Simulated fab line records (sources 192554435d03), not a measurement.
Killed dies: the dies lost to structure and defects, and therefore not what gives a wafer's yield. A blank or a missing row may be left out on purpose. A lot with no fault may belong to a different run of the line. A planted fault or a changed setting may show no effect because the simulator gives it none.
Split-lot trial    flow n5Finfet    7 lots, 21 wafers read, on a route of 1938 steps

## THE SPLIT
At N5_FIN_SAQP_HM_DEP_03 (deposits SiNx from SiH4/NH3/N2, target thk 38 nm, time 33.6 s), the setting timeS was moved away from the recipe's 33.6 s on 5 of the 21 wafers read, by -9.2% to +11.4%. The other wafers ran this setting at the recipe's value.

## FROM THE SPLIT TO THE READING: what the file shows between them, 13 steps
- N5_FIN_SAQP_THK_MEAS_05
- N5_FIN_SAQP_EXPOSE_13: exposes mask FIN CORE, target cd 35.6 nm (also split here: doseMj)
- N5_FIN_SAQP_PEB_14: peb time 60 s
- N5_FIN_SAQP_DEVELOP_15: develop time 30 s
- N5_FIN_SAQP_CD_MEAS_16: target cd 35.6 nm
- N5_FIN_SAQP_COAT_68: time 60 s, resist thk 100 nm (also split here: spinRpm)
- N5_FIN_SAQP_ETCH_69: etches SOC in N2/H2, stops on SiNx, target depth 150 nm (also split here: targetDepthA)
- N5_FIN_SAQP_ETCH_67: etches SiNx in CH3F/O2, target depth 30 nm
- N5_FIN_SAQP_STRIP_70: strips in N2/H2
- N5_FIN_SAQP_MANDREL2_REMOVE_60: chemistry HBr/Cl2/O2, target a-Si, stops on SiNx, bt time 10 s
- N5_FIN_SAQP_HM_OPEN_33: chemistry CH3F/O2, target SiNx, target depth 49.4 nm, time 70.6 s
- N5_FIN_SAQP_ETCH_34: etches SiO2 in C4F6/O2, target depth 45 nm, time 15 s
- N5_FIN_SAQP_STRIP_77: strips in N2/H2, time 90 s

## THE READING
SiNx_of_FIN_SAQP_HM_DEP_03.thkNm (the simulator's own value, which no gauge read), in nm, at N5_FIN_SAQP_ETCH_64 (etches SiO2 in CF4, target depth 1.5 nm). The file does not state a usual value for it. Here, 16 wafers ran the recipe; their average is 32.6 nm with a standard deviation of 0.42 nm.

wafer   tool, chamber at the split  timeS as run, s  against the recipe  SiNx_of_FIN_SAQP_HM_DEP_03.thkNm, nm  against lot-mates on the recipe
L075.3  pecvd-04, 0                 32.32            -3.8%               31                                    -2.2
L075.4  pecvd-04, 1                 33.6             recipe              33.2                                  -
L075.5  pecvd-04, 2                 33.6             recipe              33.2                                  -
L077.2  pecvd-04, 2                 33.6             recipe              32.6                                  -
L077.3  pecvd-04, 1                 33.6             recipe              32.6                                  -
L077.4  pecvd-04, 0                 37.44            +11.4%              37.2                                  +4.6
L080.1  pecvd-02, 0                 33.6             recipe              32.4                                  -
L080.3  pecvd-02, 1                 33.6             recipe              33                                    -
L080.5  pecvd-02, 0                 33.6             recipe              33                                    -
L081.2  pecvd-04, 0                 33.6             recipe              32                                    -
L081.5  pecvd-04, 1                 33.6             recipe              32.6                                  -
L081.6  pecvd-04, 2                 33.6             recipe              32.2                                  -
L085.2  pecvd-04, 2                 33.6             recipe              32                                    -
L085.4  pecvd-04, 2                 33.6             recipe              33.2                                  -
L085.6  pecvd-04, 0                 30.51            -9.2%               29                                    -3.6
L088.1  pecvd-02, 0                 33.6             recipe              32.6                                  -
L088.5  pecvd-02, 2                 32.03            -4.7%               31.4                                  -1.2
L088.6  pecvd-02, 0                 32.03            -4.7%               31.4                                  -1.2
L095.1  pecvd-04, 0                 33.6             recipe              32.4                                  -
L095.3  pecvd-04, 2                 33.6             recipe              32.2                                  -
L095.6  pecvd-04, 1                 33.6             recipe              33.2                                  -

FIT RESULTS
A straight line over all 21 wafers: SiNx_of_FIN_SAQP_HM_DEP_03.thkNm changes by +0.38 nm for each +1% of timeS; r = +0.96; the points scatter about the line by 0.43 nm.
The same after taking each lot's own level away (the mean of its wafers on the recipe; 21 wafers): +0.386 nm for each +1%; r = +0.96; scatter 0.4 nm.
Per that fit: largest timeS move, reading shift of 4.4 nm.
The span of the lots' own levels, 32.27 to 33.20 nm, comes to 2.2 times the standard deviation stated above.
Consequently the slope shifts little with the lot-to-lot level, the two slopes agreeing.
Check: +4.23 nm against its lot-mates is what the line predicts for one of the wafers moved furthest among these (+11.4%) when that wafer is left out of the fit. It came out at +4.6 nm against them.

## FURTHER SPLITS ON THESE WAFERS
Before the reading, these wafers also passed through other splits. Each is held against what the fit with the lots' levels taken away leaves over:
other split on the same wafers           wafers away from the commonest value  r with SiNx_of_FIN_SAQP_HM_DEP_03.thkNm (lot level and that fit taken away)
N5_ZERO_LAYER_PECVD_02 timeS             6                                     +0.31
N5_PMOS_HMC_CHANNEL_EPI_COAT_31 spinRpm  6                                     +0.14
N5_PMOS_HMC_CHANNEL_EPI_COAT_03 spinRpm  6                                     -0.01
N5_FIN_SAQP_EXPOSE_13 doseMj             9                                     +0.02
N5_FIN_SAQP_COAT_68 spinRpm              11                                    -0.02
N5_FIN_SAQP_ETCH_69 targetDepthA         6                                     +0.30

## THE WHOLE CHAIN: every reading that the file lists as answering this split, in the file's order
step                     what it does                                                       reading                                                                            change (the file's fit)                r (the file's)
N5_FIN_SAQP_HM_DEP_03    deposits SiNx from SiH4/NH3/N2, target thk 38 nm, time 33.6 s      SiNx_of_FIN_SAQP_HM_DEP_03.thkNm (the simulator's own value, which no gauge read)  +0.387 nm for each +1% of the setting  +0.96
N5_FIN_SAQP_THK_MEAS_05                                                                     thkNm                                                                              withheld for each +1% of the setting   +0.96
N5_FIN_SAQP_HM_OPEN_33   chemistry CH3F/O2, target SiNx, target depth 49.4 nm, time 70.6 s  etchRfOnTimeS                                                                      withheld for each +1% of the setting   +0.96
N5_FIN_SAQP_HM_OPEN_33   chemistry CH3F/O2, target SiNx, target depth 49.4 nm, time 70.6 s  etch.depthNm (the simulator's own value, which no gauge read)                      +0.39 nm for each +1% of the setting   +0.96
N5_FIN_SAQP_ETCH_64      etches SiO2 in CF4, target depth 1.5 nm                            SiNx_of_FIN_SAQP_HM_DEP_03.thkNm (the simulator's own value, which no gauge read)  +0.396 nm for each +1% of the setting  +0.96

## FILE'S OWN FIT
SiNx_of_FIN_SAQP_HM_DEP_03.thkNm changes by +0.396 nm for each +1% of timeS, r = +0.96.
